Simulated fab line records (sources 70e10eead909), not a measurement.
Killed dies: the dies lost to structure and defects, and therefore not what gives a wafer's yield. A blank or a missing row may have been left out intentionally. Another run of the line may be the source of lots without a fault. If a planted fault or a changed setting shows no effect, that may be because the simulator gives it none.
Chamber matching / flow nandHarc / NHARC_A_DECK1_JOINT_CMP_13 on cmp-04 has 4 sister chambers
The step polishes, target thk 51.023 nm. 8 wafers are shown with their chamber, then 12 later ones without.

## WAFERS, EACH WITH ITS CHAMBER
wafer=L082.6; chamber=1; motorCurrentA (A)=12.4; timeToEndpointS (s)=8.3
wafer=L084.3; chamber=1; motorCurrentA (A)=12.7; timeToEndpointS (s)=9.7
wafer=L085.3; chamber=3; motorCurrentA (A)=11.7; timeToEndpointS (s)=10.2
wafer=L085.5; chamber=3; motorCurrentA (A)=10.7; timeToEndpointS (s)=8.1
wafer=L085.6; chamber=0; motorCurrentA (A)=11.4; timeToEndpointS (s)=10.1
wafer=L087.3; chamber=2; motorCurrentA (A)=11.4; timeToEndpointS (s)=12.9
wafer=L087.4; chamber=0; motorCurrentA (A)=11.9; timeToEndpointS (s)=12.9
wafer=L087.5; chamber=2; motorCurrentA (A)=11.2; timeToEndpointS (s)=13.8

## WAFERS WITHOUT THEIR CHAMBER
wafer=L089.1; motorCurrentA (A)=11.3; timeToEndpointS (s)=10.5
wafer=L089.2; motorCurrentA (A)=11.8; timeToEndpointS (s)=11.7
wafer=L089.4; motorCurrentA (A)=11.5; timeToEndpointS (s)=10.0
wafer=L092.1; motorCurrentA (A)=12.5; timeToEndpointS (s)=5.6
wafer=L092.3; motorCurrentA (A)=12.2; timeToEndpointS (s)=11.6
wafer=L092.6; motorCurrentA (A)=12.9; timeToEndpointS (s)=6.7
wafer=L094.1; motorCurrentA (A)=11.3; timeToEndpointS (s)=10.8
wafer=L094.2; motorCurrentA (A)=11.3; timeToEndpointS (s)=6.5
wafer=L094.4; motorCurrentA (A)=11.5; timeToEndpointS (s)=8.5
wafer=L097.3; motorCurrentA (A)=11.3; timeToEndpointS (s)=15.3
wafer=L097.4; motorCurrentA (A)=11.7; timeToEndpointS (s)=11.0
wafer=L097.5; motorCurrentA (A)=11.6; timeToEndpointS (s)=11.0

## EACH ONE'S CHAMBER
wafer=L089.1; from the rows above=can't be placed: 3 or 0 or 2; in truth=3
wafer=L089.2; from the rows above=can't be placed: 0 or 2 or 3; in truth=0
wafer=L089.4; from the rows above=can't be placed: 3 or 0 or 2 or 1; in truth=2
wafer=L092.1; from the rows above=can't be placed: 1 or 3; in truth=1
wafer=L092.3; from the rows above=can't be placed: 0 or 1 or 2 or 3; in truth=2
wafer=L092.6; from the rows above=1; in truth=1
wafer=L094.1; from the rows above=can't be placed: 0 or 3 or 2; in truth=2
wafer=L094.2; from the rows above=can't be placed: 3 or 1 or 0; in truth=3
wafer=L094.4; from the rows above=can't be placed: 3 or 0 or 1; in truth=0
wafer=L097.3; from the rows above=can't be placed: 2 or 0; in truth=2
wafer=L097.4; from the rows above=can't be placed: 0 or 3 or 2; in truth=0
wafer=L097.5; from the rows above=can't be placed: 0 or 3 or 2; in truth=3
Correct placement for 1 of the 12. Not placeable from these rows: 11 (in 11, the candidates include the true chamber). Wrongly placed: 0.
How it was worked out, from the rows above alone: a wafer's distance from a chamber is the root of the sum, over the readings, of the square of ((its reading less the chamber's mean) divided by the reading's scatter). The wafer belongs to the nearest chamber; if the next one is less than 2 further off, it can't be placed. Each chamber's mean is taken over the wafers shown for it. The scatter is the square root of a quotient: the sum, over the shown wafers, of each reading's squared deviation from its chamber's mean, divided by wafers minus chambers.
